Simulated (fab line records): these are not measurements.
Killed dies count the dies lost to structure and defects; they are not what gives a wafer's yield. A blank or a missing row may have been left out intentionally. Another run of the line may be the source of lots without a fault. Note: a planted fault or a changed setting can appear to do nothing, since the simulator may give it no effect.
Matching of chambers    flow nandHarc    NHARC_P_ZERO_WELL_ETCH_65 on rieDiel-07: 4 sister chambers
The step etches the open film in N2/H2, target depth 80 nm, overetch 24 nm, time 87.88 s. 4 wafers are shown with their chamber, then 8 later ones without.

== WAFERS, EACH WITH ITS CHAMBER ==
wafer   chamber  drypumpMotorCurrentA (A)
L655.4  2        5.4
L657.1  3        5.2
L657.3  0        5.0
L659.3  1        5.4

== WAFERS MISSING THEIR CHAMBER ==
wafer   drypumpMotorCurrentA (A)
L659.4  5.1
L659.6  5.4
L660.4  5.2
L660.5  5.4
L660.6  5.2
L669.3  5.4
L669.4  5.1
L669.6  5.4

== EACH ONE'S CHAMBER ==
wafer   from the rows above      in truth
L659.4  can't be placed: 0 or 3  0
L659.6  can't be placed: 1 or 2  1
L660.4  3                        3
L660.5  can't be placed: 1 or 2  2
L660.6  3                        3
L669.3  can't be placed: 1 or 2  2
L669.4  can't be placed: 0 or 3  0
L669.6  can't be placed: 1 or 2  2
2 of 8 placed correctly. Not placeable from these rows: 6 (in 6, the candidates include the true chamber). Number placed wrongly: 0.
How it was worked out, from the rows above alone: a wafer's distance from a chamber is the root of the sum, over the readings, of the square of ((its reading less the chamber's mean) divided by the reading's scatter). The wafer belongs to the nearest chamber; if the next one is less than 2 further off, it can't be placed. Each chamber's mean is taken over the wafers shown for it. The scatter: with one shown wafer a chamber, the root of the mean of the squares of how far each hidden wafer lies from its nearest shown one.
